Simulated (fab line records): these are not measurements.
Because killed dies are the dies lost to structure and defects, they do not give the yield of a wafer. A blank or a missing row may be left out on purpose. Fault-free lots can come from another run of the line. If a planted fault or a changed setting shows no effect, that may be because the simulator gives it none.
Chamber matching :: flow nand_harc :: NHARC_P_GATE_ETCH_32 on rie_si-05: 4 sister chambers
The step etches the open film in HBr/Cl2, target depth 150 nm, time 100.1 s. 4 wafers are shown with their chamber, then 10 later ones without.

== WAFERS PAIRED WITH THEIR CHAMBERS ==
wafer: L080.3
chamber: 3
drypump_motor_current_A (A): 6.5

wafer: L084.4
chamber: 0
drypump_motor_current_A (A): 5.9

wafer: L088.3
chamber: 2
drypump_motor_current_A (A): 6.1

wafer: L088.4
chamber: 1
drypump_motor_current_A (A): 5.4

== WAFERS MISSING THEIR CHAMBER ==
wafer: L088.5
drypump_motor_current_A (A): 5.4

wafer: L090.1
drypump_motor_current_A (A): 5.9

wafer: L090.4
drypump_motor_current_A (A): 5.4

wafer: L090.5
drypump_motor_current_A (A): 6.5

wafer: L092.1
drypump_motor_current_A (A): 5.4

wafer: L092.4
drypump_motor_current_A (A): 5.9

wafer: L092.5
drypump_motor_current_A (A): 5.9

wafer: L092.2
drypump_motor_current_A (A): 6.0

wafer: L092.3
drypump_motor_current_A (A): 6.5

wafer: L092.6
drypump_motor_current_A (A): 5.4

== WHICH CHAMBER EACH WENT THROUGH ==
wafer: L088.5
from the rows above: 1
in truth: 1

wafer: L090.1
from the rows above: 0
in truth: 0

wafer: L090.4
from the rows above: 1
in truth: 1

wafer: L090.5
from the rows above: 3
in truth: 3

wafer: L092.1
from the rows above: 1
in truth: 1

wafer: L092.4
from the rows above: 0
in truth: 0

wafer: L092.5
from the rows above: 0
in truth: 0

wafer: L092.2
from the rows above: can't be placed: 0 or 2
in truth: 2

wafer: L092.3
from the rows above: 3
in truth: 3

wafer: L092.6
from the rows above: 1
in truth: 1
Placed correctly: 9 of 10. From these rows, 1 cannot be placed; in 1 the true chamber is one of the candidates. 0 placed wrongly.
How it was worked out, from the rows above alone: a wafer's distance from a chamber is the root of the sum, over the readings, of the square of ((its reading less the chamber's mean) divided by the reading's scatter). The wafer belongs to the nearest chamber; if the next one is less than 2 further off, it can't be placed. For every chamber, the mean is computed from those of its wafers that are shown. The scatter (one wafer shown for each chamber): square how far every hidden wafer sits from the nearest shown wafer, average those squares and take the square root.
